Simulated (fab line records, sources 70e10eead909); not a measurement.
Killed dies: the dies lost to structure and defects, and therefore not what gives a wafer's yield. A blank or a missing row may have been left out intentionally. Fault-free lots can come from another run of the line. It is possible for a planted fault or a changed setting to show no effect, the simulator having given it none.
fab line records | flow nandHarc
[record] lots = 5 | wafers = 15 | lastDay = 32
route steps=1302 shown A_BLC@1120 END@1302
lots with no fault: from the same line, run without faults
startH: hours from the record's opening day to when the first of the lot's shown wafers began | waitH: hours elapsed since this lot's preceding step | " the same as in the row above | L1.1+2: a row that stands for several wafers | - either no value or no given start | * or withheld: withheld | < > ~ a bound
route shown NAME@n: names a module that has steps shown in the file, with the first one's number in the route | usual: average and standard deviation across the fault-free wafers | same: alike in all rows | chamber/n: place in a boat | sites: readings site by site | _std_site: standard deviation across them | _edge_site: outer sites' mean less inner sites' | radiusMm: how far each site lies from the wafer's centre | mask NAME#n: copy n | behind: tool/chamber where the wafer was last shaped | hold: reason for holding the lot/hours on hold/outcome of the hold | device: transistor that didn't switch, given as n, p or np | end of line: the tests these same wafers got at the end of their route | for a step that has no rows: nothing shown but its recipe | killed: dies lost to structure and defects at the first sort, not the wafer's yield | map: per-die view of a wafer (x killed, . not killed, _ where there is no die)
set.NAME: the run value of the setting; set.NAME@STEP: its run value at that earlier step | model.NAME: the simulator's own value behind a step, which no gauge read
a table for each step, a row for each wafer; lots at some steps of the route
services: a tool's chamber out of use, with start hour (startH, from the record's first day; less than 0 if before it), hours out, and reason
[[steps]]
[step NHARC_A_BLC_DESCUM_15]
[recipe] timeS = 3 | o2FlowSccm = 200 | arFlowSccm = 0 | biasPowerW = 0 | chemistry = O2
[usual] chamberPressureMTorr = 60.02/0.19 | drypumpMotorCurrentA = 5.4/0.4 | oesProductAu = 1.006/0.0098 | rfVppV = 57.9/0.95 | showerheadPlenumPTorr = 1.94/0.095 | throttleValvePct = 11.311/0.0094
lot.wafer | tool       | chamber | startH | waitH | chamberPressureMTorr | drypumpMotorCurrentA | oesProductAu | rfHoursCounterH | rfVppV | showerheadPlenumPTorr | throttleValvePct
L196.2    | rieDiel-02 | 2       | 546.94 | 0.1   | 60.04                | 5.2                  | 1.011        | 10              | 57.4   | 1.96                  | 11.293
L196.1    | "          | 3       | "      | "     | 62.11                | 5.1                  | 1.012        | 11              | 58.0   | 1.99                  | 11.307
L196.6    | "          | 2       | "      | "     | 60.04                | 5.2                  | 1.009        | -               | 56.3   | 1.96                  | 11.316
L201.4    | rieDiel-02 | 0       | 596.39 | 0.1   | 60.00                | 5.8                  | 1.016        | 2               | 58.1   | 2.05                  | 11.311
L201.2    | "          | 3       | "      | "     | 60.04                | 5.0                  | 1.008        | 2               | 58.0   | 1.99                  | 11.299
L201.5    | "          | 0       | "      | "     | 59.93                | 5.8                  | 0.999        | -               | 58.3   | 2.05                  | 11.309
L203.1    | rieDiel-02 | 2       | 625.37 | 0.1   | 59.91                | 5.2                  | 0.999        | 4               | 58.6   | 1.95                  | 11.297
L203.4    | "          | 3       | "      | "     | 60.03                | 5.1                  | 0.991        | 4               | 57.6   | 1.99                  | 11.305
L203.3    | "          | 0       | "      | "     | 60.10                | 5.8                  | 1.008        | 4               | 59.8   | 2.05                  | 11.295
L204.2    | rieDiel-05 | 1       | 625.88 | 0.1   | 60.13                | 6.3                  | 0.976        | 3               | 57.2   | 1.92                  | 11.318
L204.4    | "          | 0       | "      | "     | 60.01                | 5.3                  | 0.992        | 2               | 58.6   | 1.96                  | 11.322
L204.5    | "          | 2       | "      | "     | 60.12                | 5.8                  | 1.002        | -               | 57.7   | 1.99                  | 11.306
L214.3    | rieDiel-02 | 3       | 724.15 | 0.1   | 60.14                | 5.1                  | 1.005        | 12              | 58.7   | 1.99                  | 11.320
L214.4    | "          | 1       | "      | "     | 60.06                | 5.1                  | 1.009        | 9               | 58.0   | 1.78                  | 11.315
L214.6    | "          | 3       | "      | "     | 59.92                | 5.1                  | 1.001        | -               | 59.3   | 1.99                  | 11.305
[step NHARC_A_BLC_ETCH_16]
[recipe] targetDepthA = 390 | overEtchFrac = 0.3 | timeS = 65 | ionEnergyEv = 80 | cf4FlowSccm = 150 | arFlowSccm = 0 | rfW = 300 | biasW = 100 | chemistry = CF4
[step NHARC_A_BLC_ETCH_17]
[recipe] targetDepthA = 3900 | overEtchFrac = 0.25 | timeS = 609.38 | ionEnergyEv = 200 | n2FlowSccm = 150 | h2FlowSccm = 150 | arFlowSccm = 0 | rfW = 400 | biasW = 150 | chemistry = N2/H2
[step NHARC_A_BLC_ETCH_18]
[recipe] targetDepthA = 9100 | c4f8FlowSccm = 20 | o2FlowSccm = 10 | arFlowSccm = withheld | rfW = 600 | biasW = 1500 | chemistry = C4F8/O2/Ar
[usual] chamberPressureMTorr = 25.000/0.024 | oesProductAu = 0.957/0.025 | rfVppV = 980/7
lot.wafer | tool       | chamber | startH | waitH | chamberPressureMTorr | oesProductAu | rfHoursCounterH | rfVppV
L196.1    | rieDiel-02 | 1       | -      | -     | 25.016               | 0.964        | 10              | 970
L196.2    | "          | 2       | "      | "     | 24.975               | 0.970        | 10              | 982
L196.6    | "          | 1       | "      | "     | 24.990               | 0.962        | -               | 970
L201.2    | rieDiel-02 | 1       | -      | -     | 25.008               | 0.977        | 1               | 968
L201.4    | "          | 2       | "      | "     | 25.015               | 0.978        | 3               | 982
L201.5    | "          | 1       | "      | "     | 24.996               | 0.987        | -               | 970
L203.1    | rieDiel-02 | 3       | -      | -     | 24.980               | 0.979        | 5               | 982
L203.3    | "          | 0       | "      | "     | 24.998               | 0.985        | 5               | 987
L203.4    | "          | 1       | "      | "     | 25.000               | 0.975        | 3               | 968
L204.4    | rieDiel-05 | 2       | -      | -     | 25.014               | 0.960        | 3               | 983
L204.2    | "          | 1       | "      | "     | 24.974               | 0.944        | 3               | 979
L204.5    | "          | 2       | "      | "     | 25.019               | 0.948        | -               | 984
L214.3    | rieDiel-02 | 2       | -      | -     | 25.036               | 0.968        | 11              | 981
L214.4    | "          | 3       | "      | "     | 24.978               | 0.971        | 12              | 984
L214.6    | "          | 1       | "      | "     | 25.008               | 0.990        | -               | 969
[step NHARC_A_BLC_CD_MEAS_19]
[usual] cdNm = 100.1/2.2
lot.wafer | tool     | chamber | startH | waitH | cdNm
L196.1    | cdSem-02 | -       | 547.90 | -     | 102.1
L196.2    | "        | -       | "      | "     | 102.6
L196.6    | "        | -       | "      | "     | 102.7
L201.2    | cdSem-02 | -       | 597.36 | -     | 99.4
L201.4    | "        | -       | "      | "     | 100.3
L201.5    | "        | -       | "      | "     | 106.0
L203.1    | cdSem-02 | -       | 626.33 | -     | 98.0
L203.3    | "        | -       | "      | "     | 104.1
L203.4    | "        | -       | "      | "     | 99.8
L204.2    | cdSem-01 | -       | 626.84 | -     | 96.7
L204.4    | "        | -       | "      | "     | 98.0
L204.5    | "        | -       | "      | "     | 98.1
L214.3    | cdSem-01 | -       | 725.11 | -     | 96.3
L214.4    | "        | -       | "      | "     | 97.0
L214.6    | "        | -       | "      | "     | 103.5
[step NHARC_A_BLC_STRIP_29]
[recipe] cf4FlowSccm = 150 | arFlowSccm = 0 | biasW = 0 | chemistry = CF4
[usual] chamberPressureMTorr = 49.99/0.048 | drypumpMotorCurrentA = 5.7/0.48 | oesProductAu = 0.998/0.012 | rfVppV = 59.5/0.87 | showerheadPlenumPTorr = 1.77/0.08 | throttleValvePct = 13.285/0.0085
lot.wafer | tool       | chamber | startH | waitH | chamberPressureMTorr | drypumpMotorCurrentA | oesProductAu | rfHoursCounterH | rfVppV | showerheadPlenumPTorr | throttleValvePct
L196.1    | rieDiel-05 | 3       | 547.98 | 0.1   | 50.04                | 6.3                  | 0.985        | 11              | 60.7   | 1.65                  | 13.280
L196.2    | "          | 0       | "      | "     | 50.02                | 5.3                  | 1.006        | 12              | 60.2   | 1.81                  | 13.282
L196.6    | "          | 2       | "      | "     | 50.08                | 5.8                  | 1.010        | -               | 59.4   | 1.84                  | 13.285
L201.2    | rieDiel-05 | 0       | 597.43 | 0.1   | 49.94                | 5.3                  | 0.989        | 0               | 60.4   | 1.81                  | 13.286
L201.4    | "          | 2       | "      | "     | 49.99                | 5.8                  | 1.009        | 0               | 59.7   | 1.84                  | 13.274
L201.5    | "          | 1       | "      | "     | 49.92                | 6.3                  | 0.979        | -               | 58.1   | 1.78                  | 13.292
L203.3    | rieDiel-02 | 1       | 626.40 | 0.1   | 49.97                | 5.1                  | 1.026        | 3               | 59.1   | 1.66                  | 13.291
L203.4    | "          | 3       | "      | "     | 49.97                | 5.1                  | 1.022        | 5               | 58.9   | 1.83                  | 13.285
L203.1    | "          | 0       | "      | "     | 50.10                | 5.8                  | 1.023        | 5               | 60.6   | 1.89                  | 13.281
L204.2    | rieDiel-05 | 0       | 626.91 | 0.1   | 50.02                | 5.3                  | 1.008        | 3               | 60.5   | 1.81                  | 13.293
L204.4    | "          | 1       | "      | "     | 50.01                | 6.2                  | 0.984        | 3               | 59.3   | 1.78                  | 13.298
L204.5    | "          | 0       | "      | "     | 49.96                | 5.3                  | 0.993        | -               | 61.5   | 1.81                  | 13.284
L214.3    | rieDiel-05 | 3       | 725.18 | 0.1   | 49.98                | 6.3                  | 0.995        | 9               | 58.9   | 1.64                  | 13.286
L214.4    | "          | 2       | "      | "     | 50.02                | 5.8                  | 0.992        | 9               | 59.4   | 1.83                  | 13.284
L214.6    | "          | 3       | "      | "     | 50.04                | 6.3                  | 0.993        | -               | 59.9   | 1.64                  | 13.277
[step NHARC_A_BLC_STRIP_21]
[recipe] o2FlowSccm = 500 | arFlowSccm = 0 | biasW = 0 | chemistry = O2
[usual] chamberPressureMTorr = 60.00/0.052 | drypumpMotorCurrentA = 5.8/0.48 | oesProductAu = 0.998/0.012 | rfVppV = 57.8/0.89 | showerheadPlenumPTorr = 3.54/0.16 | throttleValvePct = 17.036/0.0088
lot.wafer | tool       | chamber | startH | waitH | chamberPressureMTorr | drypumpMotorCurrentA | oesProductAu | rfHoursCounterH | rfVppV | showerheadPlenumPTorr | throttleValvePct
L196.2    | rieDiel-05 | 2       | 548.09 | 0.1   | 60.01                | 5.8                  | 1.011        | 12              | 59.2   | 3.66                  | 17.041
L196.1    | "          | 0       | "      | "     | 60.03                | 5.3                  | 1.008        | 12              | 56.6   | 3.62                  | 17.038
L196.6    | "          | 2       | "      | "     | 60.06                | 5.8                  | 1.005        | -               | 57.9   | 3.66                  | 17.039
L201.4    | rieDiel-05 | 2       | 597.54 | 0.1   | 59.98                | 5.8                  | 1.005        | 0               | 56.4   | 3.66                  | 17.028
L201.2    | "          | 3       | "      | "     | 59.99                | 6.3                  | 1.006        | 0               | 59.3   | 3.28                  | 17.053
L201.5    | "          | 3       | "      | "     | 59.95                | 6.3                  | 0.999        | -               | 57.4   | 3.28                  | 17.036
L203.4    | rieDiel-02 | 3       | 626.51 | 0.1   | 60.03                | 5.1                  | 1.000        | 5               | 57.8   | 3.66                  | 17.039
L203.3    | "          | 1       | "      | "     | 60.06                | 5.1                  | 1.017        | 3               | 57.6   | 3.30                  | 17.025
L203.1    | "          | 2       | "      | "     | 60.00                | 5.2                  | 0.999        | 5               | 58.0   | 3.60                  | 17.039
L204.4    | rieDiel-05 | 1       | 627.02 | 0.1   | 60.06                | 6.3                  | 0.977        | 3               | 58.0   | 3.54                  | 17.018
L204.2    | "          | 0       | "      | "     | 59.99                | 5.3                  | 0.993        | 3               | 58.1   | 3.62                  | 17.044
L204.5    | "          | 1       | "      | "     | 60.02                | 6.3                  | 0.982        | -               | 60.4   | 3.54                  | 17.036
L214.3    | rieDiel-05 | 2       | 725.29 | 0.1   | 60.00                | 5.8                  | 0.982        | 9               | 57.4   | 3.66                  | 17.039
L214.4    | "          | 0       | "      | "     | 59.93                | 5.4                  | 0.987        | 9               | 59.2   | 3.61                  | 17.028
L214.6    | "          | 2       | "      | "     | 59.98                | 5.8                  | 0.997        | -               | 58.8   | 3.66                  | 17.047
[step NHARC_A_BLC_STRIP_22]
[recipe] timeS = 600 | tempC = 30 | chemistry = postEtchResidueRemover
[step NHARC_A_BLC_DEGAS_30]
[recipe] tempC = 300 | timeS = 60
[step NHARC_A_BLC_PRE_CLEAN_31]
[recipe] timeS = 15 | biasV = 250 | gas = Ar
[step NHARC_A_BLC_PVD_32]
[recipe] targetThkA = 50 | chamberPressurePa = 5 | powerW = 5000 | substrateTempC = 200 | timeS = 17.7 | material = Ti
[step NHARC_A_BLC_ALD_23]
[recipe] targetThkA = 30 | pulseTimeS = 1 | aldCycles = 150 | tempC = 450 | material = TiN
[usual] heaterPowerOuterW = 689/62 | heaterPowerW = 1102/69 | precursorPulseHeightRel = 1.001/0.02
lot.wafer | tool        | chamber | startH | waitH | heaterPowerOuterW | heaterPowerW | precursorPulseHeightRel
L196.1    | aldMetal-04 | 0       | 548.77 | -     | 700               | 1129         | 0.986
L196.2    | "           | 2       | "      | "     | 660               | 1099         | 1.012
L196.6    | "           | 3       | "      | "     | 633               | 1012         | 1.016
L201.4    | aldMetal-04 | 2       | 598.27 | -     | 665               | 1098         | 0.990
L201.2    | "           | 3       | "      | "     | 623               | 998          | 0.988
L201.5    | "           | 2       | "      | "     | 672               | 1066         | 0.991
L203.3    | aldMetal-01 | 1       | 627.17 | -     | 711               | 1236         | 1.021
L203.4    | "           | 2       | "      | "     | 651               | 1073         | 0.971
L203.1    | "           | 3       | "      | "     | 585               | 1064         | 0.999
L204.4    | aldMetal-02 | 0       | 627.68 | -     | 685               | 1102         | 1.028
L204.2    | "           | 3       | "      | "     | 715               | 1055         | 0.995
L204.5    | "           | 0       | "      | "     | 687               | 1078         | 0.976
L214.3    | aldMetal-01 | 3       | 725.95 | -     | 617               | 1086         | 1.023
L214.4    | "           | 1       | "      | "     | 724               | 1248         | 0.989
L214.6    | "           | 3       | "      | "     | 625               | 1083         | 0.995
[step NHARC_A_BLC_CVD_24]
[recipe] targetThkA = 1500 | tempC = 300 | pressureTorr = 40 | wf6FlowSccm = 40 | h2FlowSccm = 1600 | arFlowSccm = 1560 | timeS = 434 | material = W
[usual] heaterPowerOuterW = 291/21 | heaterPowerW = 497/24 | mfcWf6Sccm = 40.00/0.12 | throttleValvePct = 8.1/0.35
lot.wafer | tool    | chamber | startH | waitH | heaterPowerOuterW | heaterPowerW | mfcWf6Sccm | throttleValvePct
L196.2    | cvdW-01 | 0       | 548.95 | -     | 315               | 480          | 39.86      | 7.9
L196.1    | "       | 1       | "      | "     | 305               | 540          | 40.17      | 7.6
L196.6    | "       | 1       | "      | "     | 308               | 543          | 39.94      | 7.6
L201.2    | cvdW-02 | 0       | 598.62 | -     | 267               | 492          | 40.03      | 8.4
L201.4    | "       | 0       | "      | "     | 261               | 495          | 40.02      | 8.3
L201.5    | "       | 0       | "      | "     | 257               | 479          | 40.03      | 8.5
L203.1    | cvdW-01 | 1       | 627.37 | -     | 293               | 518          | 40.10      | 7.5
L203.3    | "       | 1       | "      | "     | 302               | 543          | 40.01      | 7.4
L203.4    | "       | 0       | "      | "     | 282               | 473          | 39.86      | 8.2
L204.2    | cvdW-02 | 1       | 627.88 | -     | 329               | 511          | 39.87      | 7.9
L204.4    | "       | 0       | "      | "     | 264               | 476          | 40.02      | 8.0
L204.5    | "       | 1       | "      | "     | 326               | 504          | 39.85      | 8.1
L214.3    | cvdW-01 | 1       | 726.30 | -     | 299               | 527          | 40.18      | 7.6
L214.4    | "       | 0       | "      | "     | 282               | 467          | 40.08      | 8.5
L214.6    | "       | 0       | "      | "     | 293               | 470          | 39.93      | 8.0
[step NHARC_A_BLC_CMP_25]
[recipe] tOverpolishS = 30 | targetThkNm = 150
[usual] motorCurrentA = 12.3/0.9 | overpolishRunS = 29.999/0.0087 | timeToEndpointS = 30.7/2.6
lot.wafer | tool   | chamber | startH | waitH | motorCurrentA | overpolishRunS | timeToEndpointS
L196.2    | cmp-03 | 0       | 549.51 | 0.5   | 13.4          | 29.998         | 28.8
L196.1    | "      | 1       | "      | "     | 12.5          | 30.003         | 28.8
L196.6    | "      | 0       | "      | "     | 13.6          | 29.986         | 28.5
L201.4    | cmp-03 | 0       | 599.45 | 0.4   | 13.1          | 29.991         | 31.9
L201.2    | "      | 3       | "      | "     | 10.6          | 29.995         | 30.6
L201.5    | "      | 1       | "      | "     | 12.3          | 29.992         | 30.4
L203.1    | cmp-03 | 0       | 627.90 | 0.5   | 12.6          | 29.994         | 31.2
L203.3    | "      | 2       | "      | "     | 11.9          | 29.977         | 31.7
L203.4    | "      | 3       | "      | "     | 10.4          | 30.008         | 33.7
L204.4    | cmp-03 | 3       | 628.41 | 0.2   | 11.1          | 29.992         | 23.6
L204.2    | "      | 0       | "      | "     | 12.4          | 30.000         | 23.4
L204.5    | "      | 3       | "      | "     | 10.7          | 30.000         | 25.0
L214.3    | cmp-01 | 2       | 726.68 | 0.3   | 13.9          | 29.992         | 28.2
L214.4    | "      | 0       | "      | "     | 11.2          | 30.002         | 26.1
L214.6    | "      | 3       | "      | "     | 13.1          | 29.985         | 28.6
[step NHARC_END_SORT_01]
[recipe] tempC = 25
[usual] killedAtArray = 53/19 | killedAtOther = 0.8/1.2 | killedAtPeriphery = 3.7/2.3 | killedDies = 57/19 | killedOpen = 3.2/1.7 | killedShort = 2.6/1.8
[same] grossDies = 677
lot.wafer | tool      | chamber | startH | waitH | killedAtArray | killedAtOther | killedAtPeriphery | killedDies | killedOpen | killedShort
L196.1    | prober-02 | 0       | 591.48 | 2.5   | 46            | 0             | 5                 | 51         | 0          | 2
L196.2    | prober-02 | 0       | 592.29 | 2.8   | 26            | 0             | 7                 | 33         | 2          | 4
L196.6    | prober-02 | 0       | 595.50 | 4.0   | 41            | 0             | 10                | 51         | 2          | 3
L201.2    | prober-01 | 0       | 641.63 | 2.8   | 77            | 1             | 7                 | 85         | 2          | 5
L201.4    | prober-01 | 0       | 643.21 | 3.4   | 69            | 1             | 10                | 80         | 5          | 6
L201.5    | prober-01 | 0       | 644.00 | 3.7   | 75            | 2             | 6                 | 83         | 4          | 1
L203.1    | prober-02 | 0       | 670.02 | 2.5   | 93            | 0             | 4                 | 97         | 3          | 2
L203.3    | prober-02 | 0       | 671.63 | 3.1   | 59            | 1             | 5                 | 65         | 7          | 3
L203.4    | prober-02 | 0       | 672.44 | 3.4   | 90            | 1             | 4                 | 95         | 5          | 0
L204.2    | prober-01 | 0       | 670.81 | 2.8   | 16            | 0             | 2                 | 18         | 0          | 2
L204.4    | prober-01 | 0       | 672.41 | 3.4   | 22            | 0             | 3                 | 25         | 2          | 3
L204.5    | prober-01 | 0       | 673.21 | 3.7   | 27            | 1             | 3                 | 31         | 5          | 3
L214.3    | prober-02 | 0       | 775.72 | 3.1   | 67            | 1             | 3                 | 71         | 3          | 4
L214.4    | prober-02 | 0       | 776.51 | 3.4   | 54            | 1             | 5                 | 60         | 3          | 1
L214.6    | prober-02 | 0       | 778.10 | 4.0   | 70            | 4             | 4                 | 78         | 4          | 1
// killed by level:class
L196.1 A_CHANNEL_HOLE_D2:chamberFilmFlake=33 A_CONTACT:chamberFilmFlake=5 P_M0:chamberFilmFlake=2 A_CHANNEL_FILL_D1:chamberFilmFlake=2 A_STAIRCASE:chamberFilmFlake=2 A_STAIRCASE:geometricParticle:short=1 A_M1:geometricParticle:short=1 P_ZERO_WELL:chamberFilmFlake=1
L196.2 A_CHANNEL_HOLE_D2:chamberFilmFlake=13 P_M0:chamberFilmFlake=4 A_CONTACT:chamberFilmFlake=4 P_GATE:chamberFilmFlake=3 A_DECK1_JOINT:geometricParticle:short=2 A_SOURCE_PLATE:geometricParticle:open=1 A_CHANNEL_FILL_D1:geometricParticle:short=1 A_CHANNEL_FILL_D2:geometricParticle:short=1
L196.6 A_CHANNEL_HOLE_D2:chamberFilmFlake=33 P_M0:chamberFilmFlake=7 A_WL_FILL:geometricParticle:short=2 P_GATE:chamberFilmFlake=2 A_CONTACT:chamberFilmFlake=2 P_M0:geometricParticle:open=1 A_CHANNEL_FILL_D1:geometricParticle:short=1 A_DECK1_JOINT:geometricParticle:open=1
L201.2 A_SLIT:chamberFilmFlake=34 A_CHANNEL_HOLE_D1:chamberFilmFlake=24 A_CHANNEL_HOLE_D2:chamberFilmFlake=5 A_BONDPAD:chamberFilmFlake=5 P_BONDPAD:chamberFilmFlake=4 A_BLC:chamberFilmFlake=2 P_CONTACT:geometricParticle:short=1 P_M0:geometricParticle:open=1
L201.4 A_SLIT:chamberFilmFlake=30 A_CHANNEL_HOLE_D1:chamberFilmFlake=17 A_CHANNEL_HOLE_D2:chamberFilmFlake=8 A_DECK1_JOINT:chamberFilmFlake=5 P_BONDPAD:chamberFilmFlake=4 P_CONTACT:geometricParticle:open=2 A_CONTACT:geometricParticle:short=2 P_ZERO_WELL:chamberFilmFlake=2
L201.5 A_CHANNEL_HOLE_D1:chamberFilmFlake=28 A_SLIT:chamberFilmFlake=25 A_CHANNEL_HOLE_D2:chamberFilmFlake=9 A_ZERO_WELL:chamberFilmFlake=3 P_BONDPAD:chamberFilmFlake=2 A_DECK1_JOINT:chamberFilmFlake=2 A_CONTACT:chamberFilmFlake=2 THIN_TSV:chamberFilmFlake=2
L203.1 A_CHANNEL_HOLE_D1:chamberFilmFlake=35 A_SLIT:chamberFilmFlake=21 A_CHANNEL_HOLE_D2:chamberFilmFlake=19 A_CONTACT:chamberFilmFlake=14 P_CONTACT:geometricParticle:open=2 A_ONON_D1:geometricParticle:short=2 P_M2:geometricParticle:open=1 P_M1:chamberFilmFlake=1
L204.2 A_CHANNEL_HOLE_D1:chamberFilmFlake=4 A_STAIRCASE:chamberFilmFlake=3 P_M1:chamberFilmFlake=2 A_CHANNEL_FILL_D2:chamberFilmFlake=2 A_ONON_D1:geometricParticle:short=1 A_WL_FILL:geometricParticle:short=1 A_ZERO_WELL:chamberFilmFlake=1 A_CHANNEL_FILL_D1:chamberFilmFlake=1
L203.3 A_SLIT:chamberFilmFlake=17 A_CHANNEL_HOLE_D1:chamberFilmFlake=14 A_CONTACT:chamberFilmFlake=9 A_CHANNEL_HOLE_D2:chamberFilmFlake=8 P_STI:chamberFilmFlake=3 A_M1:geometricParticle:open=2 P_M2:geometricParticle:open=1 A_ONON_D1:geometricParticle:short=1
L204.4 A_CHANNEL_HOLE_D1:chamberFilmFlake=9 A_CHANNEL_FILL_D2:chamberFilmFlake=3 A_ONON_D2:geometricParticle:short=2 P_M1:chamberFilmFlake=2 A_SLIT:chamberFilmFlake=2 A_CONTACT:chamberFilmFlake=2 P_M0:geometricParticle:open=1 A_WL_FILL:geometricParticle:short=1
L203.4 A_SLIT:chamberFilmFlake=35 A_CHANNEL_HOLE_D1:chamberFilmFlake=32 A_CHANNEL_HOLE_D2:chamberFilmFlake=10 A_CONTACT:chamberFilmFlake=9 P_M1:geometricParticle:open=1 A_ONON_D1:geometricParticle:open=1 A_CONTACT:geometricParticle:open=1 A_M1:geometricParticle:open=1
L204.5 A_CHANNEL_HOLE_D1:chamberFilmFlake=11 A_CHANNEL_FILL_D2:chamberFilmFlake=5 P_M1:chamberFilmFlake=2 A_CHANNEL_FILL_D1:chamberFilmFlake=2 P_CONTACT:geometricParticle:open=1 A_DECK1_JOINT:geometricParticle:open=1 A_ONON_D2:geometricParticle:open=1 A_CHANNEL_FILL_D2:geometricParticle:short=1
L214.3 A_SLIT:chamberFilmFlake=28 A_CHANNEL_HOLE_D1:chamberFilmFlake=15 A_CHANNEL_HOLE_D2:chamberFilmFlake=11 P_GATE:chamberFilmFlake=3 A_CONTACT:chamberFilmFlake=3 A_ONON_D2:geometricParticle:short=2 A_CHANNEL_FILL_D1:chamberFilmFlake=2 A_CHANNEL_HOLE_D1:geometricParticle:open=1
L214.4 A_CHANNEL_HOLE_D2:chamberFilmFlake=19 A_SLIT:chamberFilmFlake=18 A_CHANNEL_HOLE_D1:chamberFilmFlake=6 A_CONTACT:chamberFilmFlake=3 P_GATE:chamberFilmFlake=2 P_M2:chamberFilmFlake=2 A_STAIRCASE:chamberFilmFlake=2 A_DECK1_JOINT:geometricParticle:open=1
L214.6 A_SLIT:chamberFilmFlake=26 A_CHANNEL_HOLE_D2:chamberFilmFlake=17 A_CHANNEL_HOLE_D1:chamberFilmFlake=14 A_CONTACT:chamberFilmFlake=4 THIN_TSV:chamberFilmFlake=4 A_CHANNEL_FILL_D2:geometricParticle:open=2 P_STI:chamberFilmFlake=2 A_ZERO_WELL:chamberFilmFlake=2
[[services]]
tool        | chamber | startH | hours | kind
aldMetal-01 | -       | 526.01 | 10.0  | pm
cmp-03      | -       | 557.57 | 4.0   | pm
cvdW-01     | -       | 561.17 | 13.0  | pm
aldMetal-04 | 1       | 566.68 | 2.9   | repair
cmp-03      | -       | 567.55 | 0.5   | repair
rieDiel-02  | -       | 570.91 | 9.0   | pm
rieDiel-02  | 1       | 582.83 | 12.4  | repair
rieDiel-05  | -       | 583.66 | 9.0   | pm
cmp-03      | -       | 589.68 | 6.2   | repair
cvdW-02     | 1       | 595.38 | 23.0  | repair
cmp-03      | -       | 612.66 | 0.2   | repair
aldMetal-01 | -       | 630.73 | 0.9   | repair
cvdW-02     | -       | 631.01 | 13.0  | pm
rieDiel-02  | 0       | 632.90 | 13.4  | repair
rieDiel-02  | -       | 644.17 | 0.5   | repair
aldMetal-04 | -       | 652.00 | 10.0  | pm
aldMetal-01 | -       | 654.81 | 0.6   | repair
cmp-03      | -       | 655.57 | 4.0   | pm
aldMetal-01 | 0       | 673.37 | 18.4  | repair
cmp-03      | -       | 681.67 | 0.6   | repair
cvdW-01     | 0       | 681.75 | 2.9   | repair
cmp-03      | -       | 688.73 | 3.7   | repair
cvdW-01     | 0       | 700.44 | 13.6  | repair
aldMetal-01 | -       | 704.01 | 10.0  | pm
[[key]]
[firstSign] step = NHARC_A_BLC_CMP_25 | reading = timeToEndpointS | direction = down | sigmas = 2.6 | usual = * | struck = *
effect none on later readings
metAt NHARC_A_BLC_CVD_24
struckWafers L204.2,L204.4,L204.5
testerLeftOut L204
onsetBetween 598.62 627.88
alsoFits NHARC_A_BLC_DESCUM_15:rieDiel-05,NHARC_A_BLC_ETCH_18:rieDiel-05,NHARC_A_BLC_ALD_23:aldMetal-02,NHARC_A_BLC_CMP_25:cmp-03
[fault] kind = processParameterDrift | tool = cvdW-02 | chamber = - | onsetH = 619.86 | steps = NHARC_A_BLC_CVD_24 | channel = targetThkA | offset = * | shape = step | endH = 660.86 | actsIn = * | stated = *
// testerLeftOut: of these lots the tester's yield and bins aren't shown, on N5 and GAA mostly nor the transistor test; their killed dies are dies lost to structure and defects alone, not to doping, threshold or leakage, so they don't give the yield
